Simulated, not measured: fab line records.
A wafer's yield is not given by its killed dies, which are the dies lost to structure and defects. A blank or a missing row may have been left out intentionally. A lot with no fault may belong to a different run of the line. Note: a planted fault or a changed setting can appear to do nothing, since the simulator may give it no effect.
fab line records	flow nand-harc
record: lots: 12	wafers: 36	last-day: 24
route steps=1159 shown A_STAIRCASE@675 END@1159
lots that met no fault: from a run of the same line without faults
start-h: hours from the record's opening day to when the first of the lot's shown wafers began	wait-h: hours elapsed since this lot's preceding step	" same as the row above	L1.1+2: several wafers, shown together as one row	- no value, or no start was given	* or withheld: withheld	< > ~ a bound
route shown NAME@n: a module of which the file shows steps, and the number in the route of the first	usual: mean/standard deviation of fault-free wafers	same: alike in all rows	chamber/n: place in a boat	sites: readings site by site	_std_site: the values' standard deviation	_edge_site: the outer-site mean with the inner-site mean subtracted	radius-mm: for every site, how far away it sits from the centre of the wafer	mask NAME#n: copy n	behind: the last tool/chamber to shape the wafer	hold: the reason the lot was held/the length of the hold in hours/how it ended	device: which transistor (n, p or np) failed to switch	end of line: tests run on the same wafers once the route is complete	where a step has no rows: the recipe by itself	killed: not the wafer's yield, but the dies lost to structure and defects at the first sort	map: a wafer's dies, x killed, . not, _ none there
set.NAME: the setting as run; set.NAME@STEP: as run at that earlier step	model.NAME: the simulator's own value behind a step, which no gauge read
route steps across a sampled set of lots; one table per step, one row per wafer
services: a tool's chamber out of use, with start hour (start-h, from the record's first day; less than 0 if before it), hours out, and reason
== steps ==
step: NHARC_A_STAIRCASE_HM_DEP_462
recipe: target-thk-a: 8000	temp-c: 400	material: aC
usual: throttle-valve-pct: 35.001/0.0098
lot.wafer	tool	chamber	start-h	wait-h	throttle-valve-pct
L213.1	acl-dep-02	0	269.15	0.1	34.985
L213.4	"	0	"	"	34.993
L213.6	"	0	"	"	34.997
L215.1	acl-dep-01	0	277.30	0.1	34.988
L215.3	"	0	"	"	34.996
L215.6	"	0	"	"	34.993
L218.2	acl-dep-02	0	299.01	1.9	34.994
L218.3	"	0	"	"	35.001
L218.4	"	0	"	"	34.985
L221.2	acl-dep-03	0	313.94	0.4	34.998
L221.3	"	0	"	"	35.012
L221.4	"	0	"	"	35.005
L226.3	acl-dep-01	0	335.09	3.6	35.009
L226.5	"	0	"	"	34.996
L226.6	"	0	"	"	34.992
L224.4	acl-dep-03	0	340.21	4.1	34.992
L224.5	"	0	"	"	34.999
L224.6	"	0	"	"	34.997
L228.2	acl-dep-03	0	357.79	0.4	34.999
L228.3	"	0	"	"	35.013
L228.4	"	0	"	"	34.998
L227.2	acl-dep-01	0	368.36	2.2	34.998
L227.5	"	0	"	"	34.975
L227.6	"	0	"	"	35.018
L230.2	acl-dep-01	0	370.18	2.4	35.008
L230.3	"	0	"	"	35.004
L230.6	"	0	"	"	35.001
L231.2	acl-dep-03	0	372.52	3.5	34.998
L231.3	"	0	"	"	34.985
L231.5	"	0	"	"	34.991
L229.2	acl-dep-03	0	376.56	2.6	34.993
L229.5	"	0	"	"	34.998
L229.6	"	0	"	"	35.001
L233.4	acl-dep-01	0	380.85	1.6	34.992
L233.5	"	0	"	"	35.017
L233.6	"	0	"	"	34.975
step: NHARC_A_STAIRCASE_STRIP_316
recipe: o2-flow-sccm: 500	ar-flow-sccm: 0	bias-w: 0	chemistry: O2
usual: drypump-motor-current-A: 5.7/0.34	o2-flow-sccm: 500.1/1.4	oes-product-au: 0.994/0.01	rf-vpp-V: 57.7/0.94	showerhead-plenum-p-Torr: 3.50/0.15	throttle-valve-pct: 17.037/0.0097
lot.wafer	tool	chamber	start-h	wait-h	drypump-motor-current-A	o2-flow-sccm	oes-product-au	rf-hours-counter-h	rf-vpp-V	showerhead-plenum-p-Torr	throttle-valve-pct
L213.1	rie-diel-05	2	-	-	5.6	501.2	0.989	31	55.8	3.61	17.027
L213.4	"	0	"	"	6.3	500.2	0.992	39	57.2	3.54	17.014
L213.6	"	3	"	"	5.4	499.2	0.978	-	56.9	3.61	17.050
L215.1	rie-diel-05	3	-	-	5.4	501.8	0.996	35	57.7	3.61	17.038
L215.3	"	0	"	"	6.3	499.3	1.001	42	55.8	3.54	17.040
L215.6	"	2	"	"	5.7	499.7	0.983	-	59.0	3.61	17.014
L218.4	rie-diel-05	1	-	-	5.6	501.6	0.999	49	58.1	3.38	17.037
L218.2	"	2	"	"	5.7	498.8	0.986	40	56.7	3.60	17.038
L218.3	"	0	"	"	6.3	497.9	1.002	51	57.7	3.53	17.046
L221.3	rie-diel-05	2	-	-	5.7	497.5	0.996	45	58.1	3.60	17.023
L221.4	"	3	"	"	5.3	501.2	0.990	48	58.1	3.60	17.038
L221.2	"	1	"	"	5.6	500.9	1.003	54	57.4	3.38	17.051
L226.3	rie-diel-05	2	-	-	5.7	498.4	0.996	52	58.2	3.60	17.024
L226.6	"	0	"	"	6.3	500.6	0.997	-	60.1	3.53	17.034
L226.5	"	1	"	"	5.6	500.0	0.996	-	57.9	3.37	17.015
L224.4	rie-diel-13	1	-	-	5.8	499.0	0.981	-	57.5	3.29	17.049
L224.5	"	3	"	"	6.1	500.1	0.994	-	56.5	3.28	17.025
L224.6	"	0	"	"	5.6	499.9	0.986	-	57.5	3.52	17.038
L228.4	rie-diel-13	1	-	-	5.8	498.8	0.983	32	57.7	3.29	17.034
L228.2	"	2	"	"	5.3	502.4	1.011	26	57.7	3.63	17.049
L228.3	"	3	"	"	6.1	500.3	0.984	32	56.4	3.27	17.049
L227.2	rie-diel-13	3	-	-	6.1	497.2	0.993	35	56.0	3.27	17.040
L227.5	"	0	"	"	5.6	500.0	0.981	-	57.7	3.51	17.040
L227.6	"	1	"	"	5.8	499.1	0.986	-	57.0	3.29	17.027
L230.3	rie-diel-13	1	-	-	5.8	502.1	0.987	36	56.0	3.28	17.039
L230.2	"	2	"	"	5.3	498.6	1.009	29	59.4	3.62	17.044
L230.6	"	0	"	"	5.6	499.2	0.976	-	57.1	3.51	17.052
L231.3	rie-diel-05	0	-	-	6.3	502.2	0.991	11	59.4	3.52	17.042
L231.2	"	2	"	"	5.7	501.0	0.997	9	56.2	3.59	17.029
L231.5	"	3	"	"	5.3	498.9	1.012	-	57.7	3.59	17.048
L229.2	rie-diel-13	1	-	-	5.8	497.7	0.992	39	57.8	3.28	17.048
L229.5	"	0	"	"	5.6	502.2	0.986	-	57.5	3.51	17.043
L229.6	"	1	"	"	5.8	500.8	0.988	-	57.4	3.28	17.036
L233.4	rie-diel-13	1	-	-	5.8	502.1	0.986	41	58.8	3.28	17.037
L233.5	"	3	"	"	6.1	502.2	1.005	-	57.5	3.27	17.037
L233.6	"	0	"	"	5.6	500.5	1.007	-	58.2	3.51	17.025
step: NHARC_A_STAIRCASE_STRIP_476
recipe: time-s: 20	o2-flow-sccm: 500	ar-flow-sccm: 0	bias-w: 0	chemistry: O2
usual: drypump-motor-current-A: 5.7/0.41	o2-flow-sccm: 499.7/1.4	oes-product-au: 0.998/0.01	rf-vpp-V: 57.9/1	showerhead-plenum-p-Torr: 3.54/0.17	throttle-valve-pct: 17.037/0.0084
lot.wafer	tool	chamber	start-h	wait-h	drypump-motor-current-A	o2-flow-sccm	oes-product-au	rf-hours-counter-h	rf-vpp-V	showerhead-plenum-p-Torr	throttle-valve-pct
L213.4	rie-diel-13	3	276.06	0.1	6.1	500.1	1.001	61	57.5	3.29	17.032
L213.1	"	1	"	"	5.8	497.2	0.975	59	59.1	3.30	17.028
L213.6	"	2	"	"	5.3	500.0	0.986	-	59.1	3.64	17.051
L215.3	rie-diel-02	1	284.07	0.1	6.1	502.5	0.990	48	58.1	3.55	17.035
L215.1	"	3	"	"	6.4	501.0	1.002	46	57.8	3.27	17.031
L215.6	"	2	"	"	5.0	500.9	1.011	-	58.1	3.78	17.030
L218.4	rie-diel-13	1	305.70	0.1	5.8	500.2	0.979	6	58.6	3.30	17.037
L218.3	"	2	"	"	5.3	500.7	1.014	6	57.6	3.64	17.046
L218.2	"	3	"	"	6.1	499.3	0.997	6	57.0	3.29	17.043
L221.2	rie-diel-02	0	320.47	0.1	5.6	499.6	0.994	60	59.2	3.60	17.032
L221.3	"	1	"	"	6.1	500.9	0.984	63	57.1	3.54	17.036
L221.4	"	3	"	"	6.3	500.4	0.998	60	56.1	3.26	17.039
L226.3	rie-diel-02	1	341.24	0.1	6.1	499.7	0.996	1	58.4	3.54	17.026
L226.5	"	1	"	"	6.1	498.6	0.993	-	59.1	3.54	17.028
L226.6	"	2	"	"	5.0	500.1	1.012	-	59.4	3.77	17.028
L224.4	rie-diel-02	1	348.70	0.1	6.1	501.0	0.994	-	57.2	3.53	17.043
L224.5	"	2	"	"	5.0	500.0	1.011	-	60.1	3.77	17.050
L224.6	"	0	"	"	5.6	498.2	1.005	-	59.4	3.60	17.028
L228.4	rie-diel-02	1	366.97	0.1	6.1	501.7	0.987	16	59.5	3.53	17.035
L228.3	"	3	"	"	6.3	500.2	0.994	5	58.7	3.81	17.045
L228.2	"	0	"	"	5.6	500.0	0.986	15	57.0	3.59	17.035
L227.2	rie-diel-02	3	375.03	0.1	6.3	498.3	1.011	6	59.3	3.80	17.044
L227.6	"	3	"	"	6.3	502.6	1.008	-	58.4	3.80	17.038
L227.5	"	0	"	"	5.6	500.6	1.000	-	57.5	3.59	17.030
L230.2	rie-diel-13	3	376.85	0.1	6.1	500.4	0.996	37	56.8	3.27	17.039
L230.3	"	1	"	"	5.8	502.1	0.981	37	57.8	3.28	17.031
L230.6	"	0	"	"	5.6	498.6	0.979	-	57.2	3.51	17.033
L231.3	rie-diel-02	0	379.10	0.1	5.6	501.1	1.005	19	57.2	3.59	17.022
L231.2	"	3	"	"	6.4	500.8	1.008	7	59.2	3.80	17.045
L231.5	"	0	"	"	5.6	501.5	1.010	-	59.6	3.59	17.047
L229.2	rie-diel-13	1	383.63	0.3	5.8	499.6	0.986	41	57.7	3.28	17.028
L229.5	"	0	"	"	5.6	498.8	0.985	-	58.0	3.51	17.040
L229.6	"	1	"	"	5.8	499.6	0.982	-	57.1	3.28	17.044
L233.4	rie-diel-02	1	387.49	0.1	6.1	499.1	0.992	24	57.1	3.52	17.047
L233.5	"	2	"	"	5.0	498.5	1.005	-	57.5	3.76	17.028
L233.6	"	3	"	"	6.3	502.4	1.014	-	58.9	3.80	17.011
step: NHARC_A_STAIRCASE_CVD_552
recipe: target-thk-a: 400	temp-c: 700	pressure-mtorr: 300	material: SiNx
usual: pressure-mtorr: 300.2/0.53	spike-tc-bottom-C: 720/4.8	zone-power-lower-pct: 10.8/0.61
lot.wafer	tool	chamber	start-h	wait-h	pressure-mtorr	spike-tc-bottom-C	zone-power-lower-pct
L213.1	lpcvd-01	0	285.40	-	299.7	720	11.0
L213.4	"	0	"	"	300.7	721	10.9
L213.6	"	0	"	"	299.1	721	10.8
L215.1	lpcvd-01	1	292.60	-	-	-	-
L215.3	"	1	"	"	-	-	-
L215.6	"	1	"	"	-	-	-
L218.2	lpcvd-02	0	314.28	-	-	-	-
L218.3	"	0	"	"	-	-	-
L218.4	"	0	"	"	-	-	-
L221.2	lpcvd-02	1	333.56	-	300.0	723	10.6
L221.3	"	1	"	"	300.2	725	10.6
L221.4	"	1	"	"	300.1	723	10.7
L226.3	lpcvd-02	1	349.79	-	301.4	725	10.5
L226.5	"	1	"	"	301.0	723	10.5
L226.6	"	1	"	"	300.8	724	10.6
L224.4	lpcvd-01	1	354.14	-	300.9	722	12.1
L224.5	"	1	"	"	301.3	725	12.1
L224.6	"	1	"	"	300.5	724	11.9
L228.2	lpcvd-02	0	375.52	-	300.4	714	10.0
L228.3	"	0	"	"	300.5	714	10.4
L228.4	"	0	"	"	300.7	713	10.2
L227.2	lpcvd-02	0	383.59	3.4	299.6	712	10.3
L227.5	"	0	"	"	299.3	714	10.3
L227.6	"	0	"	"	299.9	715	10.3
L230.2	lpcvd-02	0	383.59	-	300.0	712	10.3
L230.3	"	0	"	"	300.4	712	10.1
L230.6	"	0	"	"	299.3	715	10.3
L231.2	lpcvd-01	1	388.01	-	300.5	723	12.1
L231.3	"	1	"	"	300.6	723	12.2
L231.5	"	1	"	"	299.9	721	11.9
L229.2	lpcvd-02	0	392.21	-	300.0	713	10.2
L229.5	"	0	"	"	300.4	714	10.2
L229.6	"	0	"	"	300.0	712	10.3
L233.4	lpcvd-02	1	397.04	-	300.0	724	10.5
L233.5	"	1	"	"	299.9	724	10.4
L233.6	"	1	"	"	299.3	724	10.6
step: NHARC_END_SORT_01
recipe: temp-c: 25
usual: killed-at-array: 25/9.2	killed-at-other: 0.9/1.3	killed-at-periphery: 3.3/2.3	killed-dies: 29/9.6	killed-open: 3.2/1.8	killed-short: 2/1.4
same: gross-dies: 677
lot.wafer	tool	chamber	start-h	wait-h	hold	killed-at-array	killed-at-other	killed-at-periphery	killed-dies	killed-open	killed-short
L215.1	prober-01	0	451.13	2.5	await-dispo/2.7h/scrap	543	3	5	551	2	5
L215.3	prober-01	0	452.75	3.1	await-dispo/2.7h/scrap	534	1	1	536	1	2
L215.6	prober-01	0	455.20	4.1	await-dispo/2.7h/scrap	551	1	5	557	6	4
L213.1	prober-01	0	459.03	2.5	-	31	0	3	34	2	4
L213.4	prober-01	0	461.39	3.4	-	22	1	8	31	6	1
L213.6	prober-01	0	462.97	3.9	-	30	0	4	34	3	2
L218.2	prober-02	0	471.06	2.8	await-dispo/2.0h/scrap	545	0	1	546	4	1
L218.3	prober-02	0	471.86	3.1	await-dispo/2.0h/scrap	557	0	0	557	3	1
L218.4	prober-02	0	472.66	3.4	await-dispo/2.0h/scrap	543	0	1	544	6	1
L221.2	prober-02	0	498.64	2.8	-	29	1	3	33	4	3
L221.3	prober-02	0	499.42	3.1	-	23	1	3	27	2	1
L221.4	prober-02	0	500.21	3.4	-	23	0	2	25	4	1
L224.4	prober-01	0	514.67	3.4	-	20	0	3	23	6	2
L224.5	prober-01	0	515.48	3.7	-	21	0	1	22	3	3
L224.6	prober-01	0	516.29	4.1	-	20	0	1	21	3	0
L226.3	prober-01	0	531.11	3.1	-	12	4	4	20	9	1
L226.5	prober-01	0	532.71	3.7	-	10	1	4	15	2	2
L226.6	prober-01	0	533.52	4.0	-	13	4	4	21	4	2
L227.2	prober-01	0	552.47	2.8	-	25	0	5	30	2	3
L227.5	prober-01	0	554.90	3.7	-	37	1	3	41	1	3
L227.6	prober-01	0	555.71	4.0	-	36	0	2	38	3	2
L231.2	prober-02	0	552.50	2.8	-	30	0	0	30	2	0
L231.3	prober-02	0	553.29	3.1	-	25	1	1	27	4	4
L231.5	prober-02	0	554.87	3.7	-	27	1	2	30	2	4
L228.2	prober-02	0	560.23	2.8	-	19	3	6	28	5	2
L228.3	prober-02	0	561.03	3.1	-	14	2	6	22	4	6
L228.4	prober-02	0	561.83	3.4	-	21	0	4	25	4	5
L230.2	prober-01	0	560.28	2.8	-	12	0	1	13	2	2
L230.3	prober-01	0	561.08	3.1	-	12	0	3	15	6	2
L230.6	prober-01	0	563.49	4.0	-	14	2	3	19	3	4
L229.2	prober-02	0	568.04	2.8	-	29	1	3	33	3	2
L229.5	prober-02	0	570.39	3.6	-	31	0	4	35	4	1
L229.6	prober-02	0	571.17	3.9	-	37	0	6	43	3	0
L233.4	prober-01	0	569.75	3.4	-	17	2	6	25	6	2
L233.5	prober-01	0	570.56	3.7	-	16	1	7	24	3	1
L233.6	prober-01	0	571.37	4.0	-	15	2	3	20	2	3
killed by level:class
L215.1 A_STAIRCASE:area-cvd=521 A_CHANNEL_HOLE_D1:chamber-film-flake=9 A_SLIT:chamber-film-flake=4 A_STAIRCASE:chamber-film-flake=3 THIN_TSV:chamber-film-flake=3 A_CONTACT:geometric-particle:open=2 P_STI:chamber-film-flake=2 P_STI:geometric-particle:short=1
L215.3 A_STAIRCASE:area-cvd=509 A_SLIT:chamber-film-flake=9 A_CHANNEL_HOLE_D1:chamber-film-flake=8 A_STAIRCASE:chamber-film-flake=3 A_CONTACT:chamber-film-flake=2 P_GATE:geometric-particle:open=1 A_WL_FILL:geometric-particle:short=1 STARTING-WAFER:geometric-particle:short=1
L215.6 A_STAIRCASE:area-cvd=524 A_SLIT:chamber-film-flake=7 A_CHANNEL_HOLE_D1:chamber-film-flake=5 A_STAIRCASE:chamber-film-flake=4 A_CHANNEL_FILL_D1:geometric-particle:short=3 A_WL_FILL:chamber-film-flake=2 P_STI:chamber-film-flake=2 A_ZERO_WELL:chamber-film-flake=2
L213.1 A_CONTACT:chamber-film-flake=12 A_CHANNEL_HOLE_D1:chamber-film-flake=8 A_STAIRCASE:chamber-film-flake=2 A_SLIT:chamber-film-flake=2 A_WL_FILL:chamber-film-flake=2 P_M0:geometric-particle:open=1 A_CHANNEL_HOLE_D1:geometric-particle:short=1 A_CHANNEL_FILL_D1:geometric-particle:short=1
L213.4 A_CHANNEL_HOLE_D1:chamber-film-flake=9 P_M1:chamber-film-flake=4 A_STAIRCASE:chamber-film-flake=4 A_CONTACT:chamber-film-flake=3 P_M2:geometric-particle:open=2 P_GATE:geometric-particle:open=1 A_CHANNEL_FILL_D1:geometric-particle:short=1 A_WL_FILL:geometric-particle:open=1
L213.6 A_CHANNEL_HOLE_D1:chamber-film-flake=13 A_CONTACT:chamber-film-flake=7 A_WL_FILL:chamber-film-flake=4 A_STAIRCASE:chamber-film-flake=3 P_CONTACT:geometric-particle:short=1 P_M2:geometric-particle:open=1 A_ONON_D1:geometric-particle:short=1 A_BLC:geometric-particle:open=1
L218.2 A_STAIRCASE:area-cvd=512 A_CHANNEL_HOLE_D1:chamber-film-flake=14 A_SLIT:chamber-film-flake=7 A_STAIRCASE:chamber-film-flake=4 A_CONTACT:chamber-film-flake=3 A_CONTACT:geometric-particle:open=2 P_M0:geometric-particle:open=1 A_CHANNEL_HOLE_D1:geometric-particle:short=1
L218.3 A_STAIRCASE:area-cvd=519 A_CHANNEL_HOLE_D1:chamber-film-flake=17 A_SLIT:chamber-film-flake=9 A_CONTACT:chamber-film-flake=5 A_CONTACT:geometric-particle:open=2 A_STAIRCASE:chamber-film-flake=2 A_STAIRCASE:geometric-particle:open=1 A_M0:geometric-particle:short=1
L218.4 A_STAIRCASE:area-cvd=506 A_CHANNEL_HOLE_D1:chamber-film-flake=12 A_STAIRCASE:chamber-film-flake=7 A_SLIT:chamber-film-flake=6 A_CONTACT:chamber-film-flake=4 A_CHANNEL_FILL_D1:geometric-particle:open=2 P_M0:geometric-particle:open=1 A_SOURCE_PLATE:geometric-particle:open=1
L221.2 A_CHANNEL_HOLE_D1:chamber-film-flake=11 A_STAIRCASE:chamber-film-flake=5 A_CONTACT:chamber-film-flake=4 A_SGD_CUT:chamber-film-flake=3 P_CONTACT:geometric-particle:open=1 P_M2:geometric-particle:short=1 A_ONON_D1:geometric-particle:short=1 A_CHANNEL_FILL_D1:geometric-particle:open=1
L221.3 A_CHANNEL_HOLE_D1:chamber-film-flake=12 A_SGD_CUT:chamber-film-flake=3 P_BONDPAD:chamber-film-flake=2 A_ZERO_WELL:chamber-film-flake=2 A_CONTACT:chamber-film-flake=2 A_CHANNEL_FILL_D1:geometric-particle:short=1 A_CONTACT:geometric-particle:open=1 A_BLC:geometric-particle:open=1
L221.4 A_STAIRCASE:chamber-film-flake=6 A_CHANNEL_HOLE_D1:chamber-film-flake=5 A_SGD_CUT:chamber-film-flake=4 A_CONTACT:chamber-film-flake=3 P_CONTACT:geometric-particle:open=1 P_M0:geometric-particle:open=1 A_WL_FILL:geometric-particle:short=1 A_CONTACT:geometric-particle:open=1
L224.4 A_CONTACT:chamber-film-flake=9 A_STAIRCASE:chamber-film-flake=3 P_CONTACT:geometric-particle:open=2 A_CONTACT:geometric-particle:open=2 P_M0:geometric-particle:open=1 A_SGD_CUT:geometric-particle:short=1 A_BLC:geometric-particle:short=1 A_M0:geometric-particle:open=1
L224.5 A_STAIRCASE:chamber-film-flake=5 A_CHANNEL_HOLE_D1:chamber-film-flake=4 A_CONTACT:geometric-particle:open=3 A_CONTACT:chamber-film-flake=3 A_SGD_CUT:chamber-film-flake=2 A_WL_FILL:chamber-film-flake=2 P_M0:geometric-particle:short=1 A_CHANNEL_HOLE_D1:geometric-particle:short=1
L224.6 A_CONTACT:chamber-film-flake=7 A_SGD_CUT:chamber-film-flake=4 A_CHANNEL_HOLE_D1:chamber-film-flake=3 A_STAIRCASE:chamber-film-flake=3 P_CONTACT:geometric-particle:open=1 A_ONON_D1:geometric-particle:open=1 A_CHANNEL_FILL_D1:geometric-particle:open=1 A_WL_FILL:chamber-film-flake=1
L226.3 THIN_TSV:chamber-film-flake=3 A_CONTACT:geometric-particle:open=2 A_CHANNEL_HOLE_D1:chamber-film-flake=2 A_CONTACT:chamber-film-flake=2 P_CONTACT:geometric-particle:open=1 P_M0:geometric-particle:open=1 A_SOURCE_PLATE:geometric-particle:open=1 A_CHANNEL_FILL_D1:geometric-particle:open=1
L226.5 A_CHANNEL_HOLE_D1:chamber-film-flake=6 P_M1:geometric-particle:open=1 P_M2:geometric-particle:open=1 P_M2:geometric-particle:short=1 A_WL_FILL:geometric-particle:short=1 P_STI:chamber-film-flake=1 A_STAIRCASE:chamber-film-flake=1 A_CONTACT:chamber-film-flake=1
L226.6 THIN_TSV:chamber-film-flake=4 A_WL_FILL:geometric-particle:open=2 A_CHANNEL_HOLE_D1:chamber-film-flake=2 A_CHANNEL_FILL_D1:chamber-film-flake=2 A_STAIRCASE:chamber-film-flake=2 P_GATE:geometric-particle:short=1 P_GATE:geometric-particle:open=1 A_WL_FILL:geometric-particle:short=1
L227.2 A_SLIT:chamber-film-flake=11 A_CHANNEL_HOLE_D1:chamber-film-flake=7 A_CONTACT:chamber-film-flake=3 A_CONTACT:geometric-particle:short=2 A_CONTACT:geometric-particle:open=2 P_ZERO_WELL:chamber-film-flake=2 P_CONTACT:chamber-film-flake=2 P_M0:geometric-particle:short=1
L231.2 A_SLIT:chamber-film-flake=14 A_CHANNEL_HOLE_D1:chamber-film-flake=8 A_CONTACT:chamber-film-flake=3 A_STAIRCASE:chamber-film-flake=2 A_WL_FILL:geometric-particle:open=1 A_CONTACT:geometric-particle:open=1 A_WL_FILL:chamber-film-flake=1
L231.3 A_SLIT:chamber-film-flake=8 A_CONTACT:chamber-film-flake=4 A_CHANNEL_HOLE_D1:chamber-film-flake=3 A_STAIRCASE:chamber-film-flake=3 P_M0:geometric-particle:open=1 A_CHANNEL_HOLE_D1:geometric-particle:short=1 A_CHANNEL_FILL_D1:geometric-particle:short=1 A_SGD_CUT:geometric-particle:short=1
L231.5 A_STAIRCASE:chamber-film-flake=8 A_SLIT:chamber-film-flake=7 A_CHANNEL_HOLE_D1:chamber-film-flake=4 A_WL_FILL:chamber-film-flake=2 P_M0:geometric-particle:short=1 A_ONON_D1:geometric-particle:short=1 A_CHANNEL_HOLE_D1:geometric-particle:open=1 A_SGD_CUT:geometric-particle:short=1
L227.5 A_CHANNEL_HOLE_D1:chamber-film-flake=14 A_SLIT:chamber-film-flake=13 A_CONTACT:chamber-film-flake=4 P_CONTACT:chamber-film-flake=2 A_ONON_D1:geometric-particle:short=1 A_CHANNEL_FILL_D1:geometric-particle:short=1 A_CHANNEL_FILL_D1:geometric-particle:open=1 P_ZERO_WELL:chamber-film-flake=1
L227.6 A_CHANNEL_HOLE_D1:chamber-film-flake=17 A_SLIT:chamber-film-flake=9 A_CONTACT:chamber-film-flake=3 A_CONTACT:geometric-particle:open=2 P_M1:chamber-film-flake=2 A_CHANNEL_FILL_D1:chamber-film-flake=2 A_SGD_CUT:geometric-particle:open=1 A_SGD_CUT:geometric-particle:short=1
L228.2 A_STAIRCASE:chamber-film-flake=6 A_CHANNEL_HOLE_D1:chamber-film-flake=4 P_ZERO_WELL:chamber-film-flake=3 A_CONTACT:chamber-film-flake=3 P_M0:geometric-particle:open=2 A_WL_FILL:chamber-film-flake=2 THIN_TSV:chamber-film-flake=2 P_CONTACT:geometric-particle:short=1
L230.2 A_CHANNEL_HOLE_D1:chamber-film-flake=6 A_CONTACT:chamber-film-flake=2 A_ONON_D1:geometric-particle:open=1 A_ONON_D1:geometric-particle:short=1 A_CONTACT:geometric-particle:open=1 A_M0:geometric-particle:short=1 P_STI:chamber-film-flake=1
L228.3 A_CONTACT:chamber-film-flake=5 A_STAIRCASE:chamber-film-flake=3 A_CONTACT:geometric-particle:short=2 THIN_TSV:chamber-film-flake=2 P_CONTACT:geometric-particle:short=1 P_CONTACT:geometric-particle:open=1 P_M0:geometric-particle:open=1 P_M0:geometric-particle:short=1
L230.3 A_CHANNEL_HOLE_D1:chamber-film-flake=5 A_ONON_D1:geometric-particle:open=2 A_WL_FILL:geometric-particle:short=2 A_CONTACT:geometric-particle:open=2 P_CONTACT:geometric-particle:open=1 P_BONDPAD:geometric-particle:open=1 P_STI:chamber-film-flake=1 A_CONTACT:chamber-film-flake=1
L228.4 A_STAIRCASE:chamber-film-flake=5 A_CONTACT:chamber-film-flake=5 A_CHANNEL_HOLE_D1:chamber-film-flake=4 A_WL_FILL:geometric-particle:short=3 P_STI:geometric-particle:short=1 P_CONTACT:geometric-particle:open=1 P_CONTACT:geometric-particle:short=1 A_CONTACT:geometric-particle:open=1
L230.6 A_CHANNEL_HOLE_D1:chamber-film-flake=5 A_SLIT:chamber-film-flake=2 A_CONTACT:chamber-film-flake=2 P_GATE:geometric-particle:open=1 A_ONON_D1:geometric-particle:short=1 A_ONON_D1:geometric-particle:open=1 A_CHANNEL_FILL_D1:geometric-particle:open=1 A_WL_FILL:geometric-particle:short=1
L229.2 A_CHANNEL_HOLE_D1:chamber-film-flake=11 A_SLIT:chamber-film-flake=8 A_CONTACT:chamber-film-flake=6 A_WL_FILL:geometric-particle:open=2 P_M1:geometric-particle:open=1 P_M1:geometric-particle:short=1 A_CHANNEL_HOLE_D1:geometric-particle:short=1 P_STI:chamber-film-flake=1
L233.4 A_CONTACT:chamber-film-flake=6 P_M2:chamber-film-flake=3 A_CHANNEL_HOLE_D1:chamber-film-flake=3 A_SLIT:chamber-film-flake=3 THIN_TSV:chamber-film-flake=2 P_GATE:geometric-particle:open=1 P_CONTACT:geometric-particle:open=1 P_M0:geometric-particle:open=1
L229.5 A_SLIT:chamber-film-flake=11 A_CHANNEL_HOLE_D1:chamber-film-flake=11 A_CONTACT:chamber-film-flake=6 P_CONTACT:geometric-particle:open=1 P_M0:geometric-particle:open=1 A_ONON_D1:geometric-particle:open=1 A_CHANNEL_FILL_D1:geometric-particle:open=1 A_CHANNEL_FILL_D1:geometric-particle:short=1
L233.5 A_CONTACT:chamber-film-flake=7 P_M2:chamber-film-flake=5 A_CHANNEL_HOLE_D1:chamber-film-flake=3 A_SLIT:chamber-film-flake=2 P_GATE:geometric-particle:short=1 A_CONTACT:geometric-particle:open=1 A_BLC:geometric-particle:open=1 A_M0:geometric-particle:open=1
L229.6 A_CHANNEL_HOLE_D1:chamber-film-flake=20 A_SLIT:chamber-film-flake=11 A_CONTACT:chamber-film-flake=4 P_STI:geometric-particle:open=2 P_STI:chamber-film-flake=2 P_M1:chamber-film-flake=2 A_ONON_D1:geometric-particle:open=1 A_ZERO_WELL:chamber-film-flake=1
L233.6 A_CHANNEL_HOLE_D1:chamber-film-flake=6 A_ONON_D1:geometric-particle:short=2 P_M2:chamber-film-flake=2 A_STAIRCASE:chamber-film-flake=2 A_CONTACT:chamber-film-flake=2 THIN_TSV:chamber-film-flake=2 A_ONON_D1:geometric-particle:open=1 A_CONTACT:geometric-particle:short=1
== services ==
tool	chamber	start-h	hours	kind
rie-diel-05	3	249.08	2.5	repair
rie-diel-13	0	255.17	-	clean
rie-diel-13	1	255.17	-	clean
rie-diel-13	2	255.17	-	clean
rie-diel-13	3	255.17	-	clean
rie-diel-13	-	276.17	9.0	pm
rie-diel-13	0	276.17	9.0	vent-cycle
rie-diel-13	1	276.17	9.0	vent-cycle
rie-diel-13	2	276.17	9.0	vent-cycle
rie-diel-13	3	276.17	9.0	vent-cycle
rie-diel-13	0	285.17	-	clean
rie-diel-13	0	285.17	-	consumable-replace:focus-ring
rie-diel-13	1	285.17	-	clean
rie-diel-13	1	285.17	-	consumable-replace:focus-ring
rie-diel-13	2	285.17	-	clean
acl-dep-01	-	295.34	13.0	pm
rie-diel-02	0	297.39	8.6	repair
rie-diel-13	3	306.33	3.1	repair
lpcvd-01	-	314.75	0.8	repair
rie-diel-02	-	327.74	9.0	pm
rie-diel-05	-	340.66	9.0	pm
rie-diel-02	3	340.85	15.6	repair
acl-dep-02	-	350.46	13.0	pm
rie-diel-02	3	376.00	1.2	repair
== key ==
first-sign: step: NHARC_A_STAIRCASE_CVD_552	reading: tool-record	direction: missing
effect: step: NHARC_END_SORT_01	reading: killed-at-array	direction: up	sigmas: 56	usual: 25	struck: 546
more-kills-born-at: NHARC_A_STAIRCASE_CVD_552@lpcvd-01: 1554	NHARC_A_STAIRCASE_CVD_552@lpcvd-02: 1537
met-at NHARC_A_STAIRCASE_CVD_552
struck-lots L215,L218
later-rows-left-out L215.1,L215.3,L215.6,L218.2,L218.3,L218.4
tester-left-out L215,L218
not-acting-at NHARC_A_STAIRCASE_HM_DEP_462,NHARC_A_STAIRCASE_STRIP_316,NHARC_A_STAIRCASE_STRIP_476
onset-between 285.40 292.60
fault: kind: skipped-step-whole	tool: lpcvd-01,lpcvd-02	chamber: -	onset-h: 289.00	steps: NHARC_A_STAIRCASE_CVD_552	scope: struck-lots-only
tester-left-out: of these lots the tester's yield and bins aren't shown, on N5 and GAA mostly nor the transistor test; their killed dies are dies lost to structure and defects alone, not to doping, threshold or leakage, so they don't give the yield
later-rows-left-out: the simulator's readings of these wafers behind a module that went badly wrong aren't trusted and aren't shown, but for the sort
